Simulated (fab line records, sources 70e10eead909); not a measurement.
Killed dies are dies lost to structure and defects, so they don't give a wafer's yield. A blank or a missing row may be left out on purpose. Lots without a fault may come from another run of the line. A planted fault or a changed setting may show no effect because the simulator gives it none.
Chamber matching | flow nand_harc | NHARC_A_DECK1_JOINT_CMP_13 on cmp-04: 4 sister chambers
The step polishes, target thk 51.023 nm. 4 wafers are shown with their chamber, then 7 later ones without.

WAFERS WITH THEIR CHAMBER
wafer  | chamber | motor_current_A (A)
L852.4 | 0       | 11.5
L863.5 | 1       | 12.8
L865.1 | 2       | 13.9
L865.3 | 3       | 12.2

WAFERS WITHOUT THEIR CHAMBER
wafer  | motor_current_A (A)
L865.4 | 11.0
L867.1 | 12.7
L867.3 | 10.9
L867.5 | 12.0
L868.2 | 13.5
L868.3 | 12.4
L868.4 | 12.1

WHICH CHAMBER EACH WENT THROUGH
wafer  | from the rows above          | in truth
L865.4 | can't be placed: 0 or 3      | 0
L867.1 | can't be placed: 1 or 3      | 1
L867.3 | can't be placed: 0 or 3      | 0
L867.5 | can't be placed: 3 or 0 or 1 | 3
L868.2 | can't be placed: 2 or 1      | 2
L868.3 | can't be placed: 3 or 1 or 0 | 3
L868.4 | can't be placed: 3 or 0 or 1 | 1
Placed correctly: 0 of 7. Can't be placed from these rows: 7 (the true chamber is among the candidates in 7). Placed wrongly: 0.
How it was worked out, from the rows above alone: a wafer's distance from a chamber is the root of the sum, over the readings, of the square of ((its reading less the chamber's mean) divided by the reading's scatter). The wafer belongs to the nearest chamber; if the next one is less than 2 further off, it can't be placed. A chamber's mean is the mean of its shown wafers. The scatter: with one shown wafer a chamber, the root of the mean of the squares of how far each hidden wafer lies from its nearest shown one.
